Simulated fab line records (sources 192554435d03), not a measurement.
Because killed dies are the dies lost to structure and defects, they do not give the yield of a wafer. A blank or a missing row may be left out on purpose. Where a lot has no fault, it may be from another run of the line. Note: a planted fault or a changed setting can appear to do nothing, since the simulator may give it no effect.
Which tool is to blame? :: flow n5-finfet :: at 1 step of a route of 1938, 10 lots with 30 wafers sampled

WHAT THE GAUGES READ, wafer by wafer
N5_BEOL_M6_CD_MEAS_18: pitch 80 nm, target cd 40 nm.
lot: L249
measured: day 9 08:50
on: cd-sem-02
cd-nm (nm): 41.2 40.3 40.6

lot: L251
measured: day 9 21:02
on: cd-sem-03
cd-nm (nm): 40.4 39.5 38.9

lot: L252
measured: day 10 03:07
on: cd-sem-02
cd-nm (nm): 40.3 38.9 39.7

lot: L253
measured: day 10 06:34
on: cd-sem-02
cd-nm (nm): 40.2 41.2 40.6

lot: L255
measured: day 11 05:07
on: cd-sem-02
cd-nm (nm): 40.7 41.2 38.9

lot: L260
measured: day 12 11:46
on: cd-sem-03
cd-nm (nm): 39.8 40.1 41.2

lot: L263
measured: day 12 19:44
on: cd-sem-03
cd-nm (nm): 40.7 40.8 40.5

lot: L264
measured: day 13 06:42
on: cd-sem-03
cd-nm (nm): 39.5 40.3 39.6

lot: L266
measured: day 13 14:25
on: cd-sem-03
cd-nm (nm): 40.6 40.5 39.8

lot: L269
measured: day 14 09:46
on: cd-sem-02
cd-nm (nm): 40.2 40.3 40.0

TOOL THAT RAN EACH LOT (tool first, then ch and the chambers of the sampled wafers, then the start)
The record holds no process step before these readings.

AS READ BY THE TOOLS THEMSELVES (means over the sampled wafers that have a number; for cases with no such wafer, the mark the record gives instead)
The record holds no such reading with a usual standard deviation.

THE ANSWER, worked out from the rows above alone
Rule: the lots themselves supply what counts as usual. Put in order of their means at a reading, lots are off if they are a third of the lots or fewer, leave a main group of 4 or more, and stand apart from it by a gap of 3 or more times the standard deviation of the main group's means; of several such gaps the widest counts. The tables above print the reading to a certain number of digits; a main group whose means all agree to those digits is not used. Also off: a lot with no number at a reading for which 4 or more lots have one. All remaining lots with rows at the step are treated as sound. The gauges are gone through in route order, then the tools' own readings, and for those a lot's mean is taken as printed above. At the first step where some lot is off, the reading lying furthest off is the one used; lots without a number count as furthest.
No lot is off at any reading shown: from this, nothing can be told.

WHAT THE SIMULATOR HAD PUT IN
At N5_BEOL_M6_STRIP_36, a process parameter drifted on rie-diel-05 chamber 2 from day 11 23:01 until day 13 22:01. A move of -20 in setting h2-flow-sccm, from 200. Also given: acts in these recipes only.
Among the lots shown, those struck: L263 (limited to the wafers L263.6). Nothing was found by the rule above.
